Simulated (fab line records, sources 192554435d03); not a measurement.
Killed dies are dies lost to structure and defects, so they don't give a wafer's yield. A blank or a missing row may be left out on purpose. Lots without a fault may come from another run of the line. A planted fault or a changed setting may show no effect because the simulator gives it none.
fab line records | flow n5_finfet
record lots=12 wafers=28 last_day=17
route steps=1938 shown HKMG_FIN@431 BEOL_M4@1111 PASSIVATION@1936
lots that met no fault: from a run of the same line without faults
start_h: hours from the record's first day to the start of the lot's first wafer shown | wait_h: hours since the lot's step before | " the same as in the row above | L1.1+2: a row that stands for several wafers | - no value, or no start given | * or withheld: withheld | < > ~ a bound
route shown NAME@n: a module of which the file shows steps, and the number in the route of the first | usual: mean/standard deviation of fault-free wafers | same: alike in all rows | chamber/n: place in a boat | sites: the reading at each site | _std_site: their standard deviation | _edge_site: outer sites' mean less inner sites' | radius_mm: how far each site lies from the wafer's centre | mask NAME#n: copy n | behind: the tool/chamber that last shaped the wafer | hold: why the lot was held/for how many hours/how that ended | device: the transistor (n, p or np) that didn't switch | end of line: the same wafers' tests at the end of the route | a step without rows: its recipe alone | killed: dies lost to structure and defects at the first sort, not the wafer's yield | map: a wafer's dies, x killed, . not, _ none there
set.NAME: the setting as run; set.NAME@STEP: as run at that earlier step | model.NAME: the simulator's own value behind a step, which no gauge read
steps of the route over a sample of lots; a table a step, a row a wafer
services: from which hour (start_h, from the record's first day; less than 0 if before it) a tool's chamber was out of use, for how many hours, and why
## steps
# step N5_HKMG_FIN_OVL_MEAS_13
# recipe points_per_wafer=44
# usual NWFM_OVL=-0.6/0.7
# columns lot.wafer tool chamber start_h wait_h NWFM_OVL[nm]
L381.4 overlay-01 0 82.25 0.0 -0.5
L381.6 " 0 " " -0.7
L380.1 overlay-01 0 83.62 0.0 -0.9
L380.4 " 0 " " -1.4
L383.4 overlay-02 0 101.83 0.0 -1.2
L383.5 " 0 " " -1.2
L383.6 " 0 " " -0.9
L386.2 overlay-02 0 112.82 0.0 0.1
L386.3 " 0 " " 0.8
L386.6 " 0 " " 0.9
L387.2 overlay-02 0 124.65 0.0 0.1
L387.5 " 0 " " -0.6
L387.6 " 0 " " -0.1
L394.5 overlay-02 0 173.19 0.0 -1.7
L394.6 " 0 " " -2.3
L396.4 overlay-02 0 182.11 0.0 -0.3
L396.5 " 0 " " -0.3
L399.3 overlay-02 0 189.00 0.0 -0.9
L399.4 " 0 " " -0.8
L400.2 overlay-02 0 198.97 0.0 -0.8
L400.3 " 0 " " -0.7
L400.5 " 0 " " -0.8
L401.5 overlay-02 0 200.08 0.0 -0.4
L401.6 " 0 " " -0.2
L402.5 overlay-02 0 208.04 0.0 -1.1
L402.6 " 0 " " -0.6
L403.2 overlay-01 0 217.86 0.0 -0.6
L403.5 " 0 " " -1.3
# step N5_HKMG_FIN_ALD_91
# recipe material=TiN target_thk_a=10 temp_c=400 ald_precursor_family=TiCl4 ald_co_reactant=NH3 pulse_time_s=1 purge_time_s=3 co_reactant_purge_time_s=2 co_reactant_pulse_time_s=2 ald_cycles=47 pressure_torr=3
# usual co_reactant_pulse_time_s=2/0 heater_power_w=872/57 precursor_pulse_height_rel=1.002/0.02
# columns lot.wafer tool chamber start_h wait_h co_reactant_pulse_time_s heater_power_w precursor_pulse_height_rel
L381.4 ald_metal-04 3 83.52 0.1 2 921 0.983
L381.6 " 2 " " 2 752 0.985
L380.1 ald_metal-04 2 84.65 0.3 2 776 1.012
L380.4 " 1 " " 2 834 1.000
L383.4 ald_metal-02 0 102.87 0.1 2 967 0.969
L383.5 " 0 " " 2 978 0.992
L383.6 " 3 " " 2 880 1.014
L386.2 ald_metal-01 0 114.15 0.5 2 808 1.002
L386.3 " 3 " " 2 853 0.993
L386.6 " 3 " " 2 868 0.998
L387.2 ald_metal-04 1 125.72 0.3 2 851 0.975
L387.5 " 2 " " 1.1934 779 1.034
L387.6 " 3 " " 1.1934 953 1.001
L394.5 ald_metal-01 3 174.51 0.2 2 861 0.986
L394.6 " 2 " " 2 883 0.983
L396.4 ald_metal-01 1 183.34 0.1 2 854 0.994
L396.5 " 3 " " 2 863 0.991
L399.3 ald_metal-02 3 190.07 0.1 2 889 1.035
L399.4 " 1 " " 2 864 1.027
L400.2 ald_metal-02 1 200.11 0.3 2 861 1.022
L400.3 " 3 " " 2 887 1.016
L400.5 " 2 " " 2 929 1.028
L401.5 ald_metal-01 2 201.48 0.1 2 877 1.016
L401.6 " 3 " " 2 876 1.008
L402.5 ald_metal-02 3 209.29 0.1 2 891 1.010
L402.6 " 2 " " 2 944 1.018
L403.2 ald_metal-04 2 218.90 0.3 2 767 0.989
L403.5 " 3 " " 2 940 0.998
# step N5_HKMG_FIN_STRIP_89
# recipe chemistry=N2/H2 material=SOC time_s=20 power_w=500 temp_c=40 pressure_mtorr=50 rf_frequency_hz=6e+07 bias_power_w=8 h2_frac=0.5 n2_flow_sccm=300 h2_flow_sccm=300
# usual drypump_motor_current_A=5.6/0.46 oes_product_au=0.80/0.094 rf_vpp_V=54.1/0.9 showerhead_plenum_p_Torr=3.37/0.072 temp_c=40.00/0.11 throttle_valve_pct=19.1/0.44
# columns lot.wafer tool chamber start_h wait_h drypump_motor_current_A oes_product_au rf_hours_counter_h rf_vpp_V showerhead_plenum_p_Torr temp_c throttle_valve_pct
L381.4 rie_diel-05 3 83.94 0.0 5.9 0.74 148 53.3 3.34 40.01 19.0
L381.6 " 3 " " 5.8 0.74 - 53.5 3.34 39.91 19.0
L380.1 rie_diel-04 3 85.07 0.0 6.3 0.73 202 54.0 3.48 40.04 19.7
L380.4 " 0 " " 4.8 0.91 - 54.0 3.37 39.93 18.2
L383.4 rie_diel-04 1 103.28 0.0 5.3 0.90 15 53.2 3.34 39.75 19.4
L383.5 " 2 " " 5.5 0.99 - 54.1 3.32 40.07 19.1
L383.6 " 1 " " 5.3 0.91 - 54.6 3.34 39.85 19.4
L386.2 rie_diel-05 3 114.56 0.0 5.8 0.73 157 55.8 3.34 40.03 19.0
L386.3 " 1 " " 5.3 0.68 250 53.6 3.47 40.02 19.9
L386.6 " 3 " " 5.8 0.72 - 55.0 3.34 39.87 19.1
L387.2 rie_diel-05 2 126.24 0.0 5.3 0.77 98 53.4 3.41 39.97 19.4
L387.5 " 2 " " 5.3 0.77 - 54.1 3.41 39.95 19.4
L387.6 " 3 " " 5.8 0.72 - 53.6 3.33 40.00 19.0
L394.5 rie_diel-04 0 174.88 0.1 4.8 0.84 - 53.9 3.36 39.94 18.2
L394.6 " 1 " " 5.3 0.86 - 55.1 3.32 39.92 19.4
L396.4 rie_diel-03 2 183.94 0.0 5.3 0.69 - 55.4 3.44 39.91 19.0
L396.5 " 1 " " 6.3 0.79 - 54.1 3.40 40.18 19.0
L399.3 rie_diel-05 0 190.51 0.0 6.0 0.70 188 52.1 3.21 39.95 18.8
L399.4 " 2 " " 5.3 0.74 120 54.2 3.40 40.02 19.4
L400.2 rie_diel-04 2 200.55 0.0 5.5 0.91 34 53.2 3.30 40.06 19.2
L400.3 " 0 " " 4.8 0.84 82 54.1 3.35 39.86 18.3
L400.5 " 0 " " 4.8 0.84 - 53.3 3.35 39.92 18.3
L401.5 rie_diel-04 3 201.79 0.0 6.3 0.70 - 51.7 3.46 40.13 19.7
L401.6 " 2 " " 5.5 0.90 - 52.8 3.30 39.82 19.2
L402.5 rie_diel-04 3 209.62 0.0 6.3 0.70 - 54.5 3.46 39.90 19.7
L402.6 " 1 " " 5.3 0.84 - 53.6 3.31 40.01 19.4
L403.2 rie_diel-05 0 219.34 0.0 6.0 0.69 199 54.6 3.20 39.85 18.8
L403.5 " 0 " " 6.0 0.70 - 53.5 3.20 40.04 18.8
# step N5_HKMG_FIN_ALD_71
# recipe material=TiN target_thk_a=10 temp_c=400 ald_precursor_family=TiCl4 ald_co_reactant=NH3 pulse_time_s=1 purge_time_s=3 co_reactant_purge_time_s=2 co_reactant_pulse_time_s=2 ald_cycles=47 pressure_torr=3
# usual co_reactant_pulse_time_s=2/0 heater_power_w=864/51 precursor_pulse_height_rel=1.001/0.019
# columns lot.wafer tool chamber start_h wait_h co_reactant_pulse_time_s heater_power_w precursor_pulse_height_rel
L381.4 ald_metal-01 3 84.61 0.0 2 870 1.021
L381.6 " 1 " " 2 845 1.011
L380.1 ald_metal-04 1 85.74 0.0 2 851 0.998
L380.4 " 0 " " 2 878 1.013
L383.4 ald_metal-01 2 103.95 0.0 2 895 0.986
L383.5 " 0 " " 2 817 1.010
L383.6 " 3 " " 2 844 0.994
L386.2 ald_metal-02 0 115.23 0.0 2 945 0.985
L386.3 " 1 " " 2 847 1.041
L386.6 " 2 " " 2 947 1.002
L387.2 ald_metal-04 3 126.92 0.0 2 910 1.009
L387.5 " 0 " " 2 857 1.019
L387.6 " 1 " " 2 842 1.018
L394.5 ald_metal-01 3 175.71 0.1 2 848 0.993
L394.6 " 2 " " 2 866 1.022
L396.4 ald_metal-04 0 184.58 0.0 2 871 0.987
L396.5 " 1 " " 2 845 0.977
L399.3 ald_metal-04 2 191.18 0.0 2 767 0.995
L399.4 " 2 " " 2 757 1.003
L400.2 ald_metal-04 1 201.22 0.0 2 836 0.995
L400.3 " 3 " " 2 915 1.020
L400.5 " 0 " " 2 872 0.992
L401.5 ald_metal-04 0 202.72 0.1 2 857 1.011
L401.6 " 1 " " 2 858 1.027
L402.5 ald_metal-01 1 210.47 0.1 2 842 1.020
L402.6 " 0 " " 2 837 1.002
L403.2 ald_metal-04 1 220.01 0.0 2 869 1.001
L403.5 " 3 " " 2 909 0.981
# step N5_BEOL_M4_RC_MEAS_101
# usual DIBL_N=36.0/2 DIBL_P=35.9/2.5 IOFF_N=0.16/0.038 IOFF_P=0.21/0.04 ION_N=675/14 ION_P=462/9.4 SS_N=71.5/0.75 SS_P=73.2/0.74 VT_N=250/3.9 VT_P=-251/3.2
# columns lot.wafer tool chamber start_h wait_h DIBL_N[mV/V] DIBL_P[mV/V] IOFF_N[nA/um] IOFF_P[nA/um] ION_N[uA/um] ION_P[uA/um] SS_N[mV/dec] SS_P[mV/dec] VT_N[mV] VT_P[mV]
L381.4 prober-01 0 164.16 0.5 35.2 35.1 0.17 0.22 691 472 70.9 73.1 244 -245
L381.6 " 0 " " 36.8 35.2 0.21 0.22 694 466 71.7 73.5 242 -246
L380.1 prober-01 0 166.62 0.0 37.7 35.8 0.20 0.20 667 455 72.2 72.8 249 -252
L380.4 " 0 " " 36.3 33.6 0.16 0.16 675 452 71.1 72.4 250 -255
L383.4 prober-01 0 182.65 0.5 36.7 37.6 0.18 0.24 670 463 72.8 73.0 249 -249
L383.5 " 0 " " 37.8 38.4 0.21 0.24 678 455 73.3 74.1 250 -249
L383.6 " 0 " " 34.0 33.3 0.13 0.16 667 459 72.2 73.1 257 -254
L386.2 prober-02 0 200.00 0.2 32.5 32.2 0.11 0.16 679 473 69.6 71.7 256 -251
L386.3 " 0 " " 35.9 35.1 0.15 0.19 676 460 70.2 73.4 251 -251
L386.6 " 0 " " 35.7 35.0 0.15 0.18 675 464 70.1 72.7 251 -249
L387.2 prober-01 0 205.27 0.2 34.7 33.1 0.14 0.18 668 461 71.0 72.9 250 -253
L387.5 " 0 " " 35.0 34.7 0.16 0.19 681 463 71.1 73.1 246 -251
L387.6 " 0 " " 37.0 35.0 0.19 0.19 667 454 73.0 73.8 246 -251
L394.5 prober-02 0 268.78 0.6 35.2 36.0 0.17 0.22 695 472 71.0 73.5 248 -248
L394.6 " 0 " " 32.2 30.1 0.10 0.13 655 448 70.8 71.6 257 -258
L396.4 prober-01 0 272.49 0.5 34.9 34.7 0.13 0.18 658 448 72.0 73.1 254 -253
L396.5 " 0 " " 39.8 40.8 0.25 0.29 683 465 72.4 74.8 242 -246
L399.3 prober-01 0 273.98 0.3 33.9 30.5 0.13 0.16 653 444 70.8 72.2 252 -256
L399.4 " 0 " " 39.8 39.0 0.27 0.30 696 469 72.6 73.9 241 -244
L400.2 prober-01 0 276.71 0.2 36.8 37.8 0.16 0.21 685 465 71.4 73.6 250 -248
L400.3 " 0 " " 31.9 32.6 0.09 0.15 660 463 70.5 71.4 258 -256
L400.5 " 0 " " 35.9 36.6 0.15 0.20 676 468 71.2 72.9 251 -251
L401.5 prober-01 0 296.35 0.6 36.6 36.4 0.14 0.22 661 458 71.7 73.2 253 -250
L401.6 " 0 " " 37.0 37.0 0.16 0.24 672 466 71.4 73.7 249 -249
L402.5 prober-01 0 301.39 0.6 34.7 35.0 0.12 0.17 664 460 71.2 72.7 254 -253
L402.6 " 0 " " 33.0 31.9 0.11 0.15 663 464 70.9 71.9 258 -256
L403.2 prober-01 0 311.46 0.2 38.3 37.2 0.19 0.21 689 465 72.3 74.2 249 -253
L403.5 " 0 " " 39.1 37.9 0.21 0.22 679 454 73.5 73.3 246 -250
# step N5_PASSIVATION_PROBE_49
# usual defect_limited_yield=91.3/1.5 killed_at_M0_to_M3=33/12 killed_at_M4_up=15/5.2 killed_at_contacts=12/5.1 killed_at_front_end=39/11 killed_at_other=5/3.6 killed_dies=103/18 killed_open=67/13 killed_short=33/7.8 sort_bin_5_function=5.1/0.96 sort_bin_6_memory=3.2/0.71 sort_bin_8_speed=0.01/0.063 sort_n_pass=1077/18
# same gross_dies=1180 killed_at_back_side=0 sort_bin_4_leakage[%]=0
# columns lot.wafer tool chamber start_h wait_h defect_limited_yield[%] killed_at_M0_to_M3 killed_at_M4_up killed_at_contacts killed_at_front_end killed_at_other killed_dies killed_open killed_short sort_bin_5_function[%] sort_bin_6_memory[%] sort_bin_8_speed[%] sort_n_pass
L387.2 prober-02 - 300.56 0.1 89.4 33 10 8 67 7 125 66 48 6.4 3.4 0 1055
L387.5 prober-02 - 300.71 0.2 89.6 44 10 6 55 8 123 63 44 4.9 4.1 0 1057
L387.6 prober-02 - 300.76 0.3 90.2 26 14 8 61 7 116 69 42 6.4 2.9 0 1064
# killed by level:class
L387.2 FIN_SAQP:geometric_particle:short=16 FIN_SAQP:geometric_particle:open=11 STI_FIN_REVEAL:geometric_particle:open=11 ILD0:geometric_particle:short=7 BEOL_M3:geometric_particle:open=7 BEOL_M0_SAQP:geometric_particle:short=6 BEOL_M0_SAQP:geometric_particle:open=6 HKMG_FIN:area_etch=6
L387.5 BEOL_M0_SAQP:geometric_particle:short=15 HKMG_FIN:area_ald=11 BEOL_M0_SAQP:geometric_particle:open=10 STI_FIN_REVEAL:geometric_particle:open=9 FIN_SAQP:geometric_particle:open=8 BEOL_M1:geometric_particle:open=6 MIM_TOP_ETCH:geometric_particle:short=5 BEOL_M3:geometric_particle:open=5
L387.6 STI_FIN_REVEAL:geometric_particle:open=11 FIN_SAQP:geometric_particle:short=9 ILD0:geometric_particle:open=8 MOL_CONTACT_COAG:geometric_particle:open=8 BEOL_M0_SAQP:geometric_particle:short=8 BEOL_M0_SAQP:geometric_particle:open=8 GATE_CUT:geometric_particle:short=7 BEOL_M4:geometric_particle:open=7
## services
# columns tool chamber start_h hours kind
rie_diel-05 0 63.64 5.0 repair
rie_diel-04 2 78.35 - clean
rie_diel-04 2 78.35 - consumable_replace:focus_ring
rie_diel-04 2 78.35 20.8 scheduled_down
rie_diel-04 2 78.35 20.8 vent_cycle
ald_metal-02 - 82.13 2.8 pm
ald_metal-04 - 87.69 8.7 pm
rie_diel-03 3 104.51 - clean
rie_diel-03 3 104.51 - consumable_replace:focus_ring
rie_diel-03 3 104.51 17.2 scheduled_down
rie_diel-03 3 104.51 17.2 vent_cycle
rie_diel-05 1 114.63 - clean
rie_diel-05 1 114.63 - consumable_replace:focus_ring
rie_diel-05 1 114.63 18.1 scheduled_down
rie_diel-05 1 114.63 18.1 vent_cycle
rie_diel-04 3 149.33 7.2 repair
ald_metal-02 3 159.16 - calibration
rie_diel-04 2 169.75 12.7 repair
rie_diel-03 0 180.04 - clean
rie_diel-03 0 180.04 - consumable_replace:focus_ring
rie_diel-03 0 180.04 25.4 scheduled_down
rie_diel-03 0 180.04 25.4 vent_cycle
rie_diel-04 2 205.62 6.8 repair
## key
first_sign step=N5_HKMG_FIN_ALD_91 reading=co_reactant_pulse_time_s direction=down sigmas=99+ usual=* struck=*
effect none on later readings
met_at N5_HKMG_FIN_ALD_91
struck_lots L387
struck_wafers L387.5,L387.6
not_acting_at N5_HKMG_FIN_OVL_MEAS_13,N5_HKMG_FIN_STRIP_89,N5_HKMG_FIN_ALD_71
onset_between 84.65 125.72
fault kind=process_parameter_drift tool=ald_metal-04 chamber=- onset_h=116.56 steps=N5_HKMG_FIN_ALD_91 channel=co_reactant_pulse_time_s offset=* shape=step end_h=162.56 scope=struck_wafers_only acts_in=* stated=*
